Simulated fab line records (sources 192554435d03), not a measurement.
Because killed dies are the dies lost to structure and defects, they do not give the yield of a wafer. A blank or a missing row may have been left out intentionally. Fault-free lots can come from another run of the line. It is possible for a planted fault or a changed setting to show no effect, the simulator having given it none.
Chamber matching ; flow n5Finfet ; N5_BEOL_M4_CO_CAP_55 on cvdCo-01 has 3 sister chambers
The step material Co, precursor CCTBA/H2, target thk 2 nm, time 102.1 s. 20 wafers are shown with their chamber, then 10 later ones without.

## WAFERS WITH THEIR CHAMBER
wafer;chamber;heaterPowerW (W)
L077.2;1;174
L077.5;1;181
L077.6;0;304
L076.1;1;180
L076.2;0;307
L076.4;1;179
L080.1;1;178
L080.3;2;191
L080.5;0;310
L085.2;1;178
L085.3;2;195
L085.4;1;183
L084.2;2;195
L084.4;2;198
L084.5;0;306
L089.2;2;194
L089.3;0;311
L089.5;2;193
L093.3;2;196
L093.4;0;302

SIGNATURES, as means of the wafers listed above
reading;chamber 0;chamber 1;chamber 2;scatter within a chamber
heaterPowerW;306.67;179.00;194.57;2.84
Rule: a wafer lies at a distance from a chamber equal to the root of the sum of squares, over the readings, of (its reading less the chamber's mean, divided by the reading's scatter). The wafer belongs to the nearest chamber; if the next one is less than 2 further off, it can't be placed. The scatter: take each reading less its chamber's mean, square it, sum over the shown wafers, divide by the number of wafers less the number of chambers, and take the root.

## WAFERS WHOSE CHAMBER IS MISSING
wafer;heaterPowerW (W)
L093.5;183
L092.1;177
L092.2;191
L092.6;196
L095.4;199
L095.5;182
L095.6;311
L096.2;307
L096.3;181
L096.6;197

## CHAMBER TAKEN BY EACH
wafer;from the rows above;in truth
L093.5;1;1
L092.1;1;1
L092.2;2;2
L092.6;2;2
L095.4;2;2
L095.5;1;1
L095.6;0;0
L096.2;0;0
L096.3;1;1
L096.6;2;2
10 of 10 placed correctly. Not placeable from these rows: 0. 0 placed wrongly.
